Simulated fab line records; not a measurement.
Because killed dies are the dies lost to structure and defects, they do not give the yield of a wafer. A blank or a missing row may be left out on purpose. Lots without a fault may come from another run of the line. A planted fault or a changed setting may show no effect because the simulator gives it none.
Problem report, 8D (eight disciplines) form, completed by code    flow n5Finfet    the parts of the form that need people (team, actions taken, sign-off) are left out

## 1. WHAT IS WRONG
At N5_BEOL_M4_ETCH_63, etchRfOnTimeS averages 20.0 s over 3 wafers from 3 lots, while fault-free wafers read 26.0 s, standard deviation 0.58. That puts it -10 standard deviations away from the usual mean.
The step: etches SiARC in CF4, target depth 15.6 nm, time 26 s.
Earliest sighting: wafer L894.3 on rieDiel-06 at day 9 07:56. At this step, 25 wafers from 9 lots have a number in the record. By rule, "out" or "out of limits" means more than 4 standard deviations away from the usual mean. Any other wafer with a number is counted as sound.

## 2. WHAT IT IS; WHAT IT IS NOT
question                     is                      is not
which readings at this step  etchRfOnTimeS           drypumpMotorCurrentA, rfFwdPowerW, rfVppV, showerheadPlenumPTorr, throttleValvePct
which lots                   L894, L895, L896        L893, L904, L905, L906, L907, L908
which wafers of those lots   L894.3, L895.6, L896.6  L894.1, L895.1, L896.2, L896.5
read on which tools          rieDiel-06              rieDiel-03, rieDiel-04
when                         from day 9 07:56        up to then (4 sound wafers); but 18 sound wafers of L895, L896, L904, L905, L906, L907, L908 came after

## 3. WHAT RULES OUT EACH SUSPECT
Counting: any tool at a process step up to the reading remains a suspect provided it ran every lot that is out. Sound lots after the first of them don't rule it out here, since some wafers of a struck lot are sound.
- rieDiel-06 at N5_BEOL_M4_ETCH_63 (etches SiARC in CF4, target depth 15.6 nm, time 26 s): kept. Every lot that is out went through it, the first being L894 (day 9 07:56); the last sound lot it ran before that was L893 (day 9 02:28). On those wafers its own readings are out: etchRfOnTimeS.
The count leaves rieDiel-06 at N5_BEOL_M4_ETCH_63.

## 4. THE CAUSE (what the simulator had put in)
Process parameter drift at N5_BEOL_M4_ETCH_63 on rieDiel-06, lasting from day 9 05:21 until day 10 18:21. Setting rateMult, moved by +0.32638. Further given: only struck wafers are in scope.
The count eliminated every tool but this one.

## 5. SEQUENCE OF EFFECTS, ordered by route
One row per reading whose mean, taken over the struck wafers that have a number, lies over 3 standard deviations from the usual. Only readings whose record carries a usual standard deviation are examined. hours: median over the lots of the time between each lot's start at the first step of this table that gives one and its start at this step. sigmas: the change, counted in usual standard deviations.
hours  step                reading        usual   on struck wafers  change  sigmas
0      N5_BEOL_M4_ETCH_63  etchRfOnTimeS  26.0 s  20.0              -6.0    -10
Process steps it contains:
- N5_BEOL_M4_ETCH_63: etches SiARC in CF4, target depth 15.6 nm, time 26 s.
Later measuring or inspecting steps at which every struck wafer that the step has a row for has a number for every such reading, and none has moved that far: N5_BEOL_M4_RC_MEAS_101.

## 6. WHAT WOULD HAVE CAUGHT IT SOONER
The fault began at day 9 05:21; the first out-of-limits reading in this record came at day 9 07:56, 3 hours later.
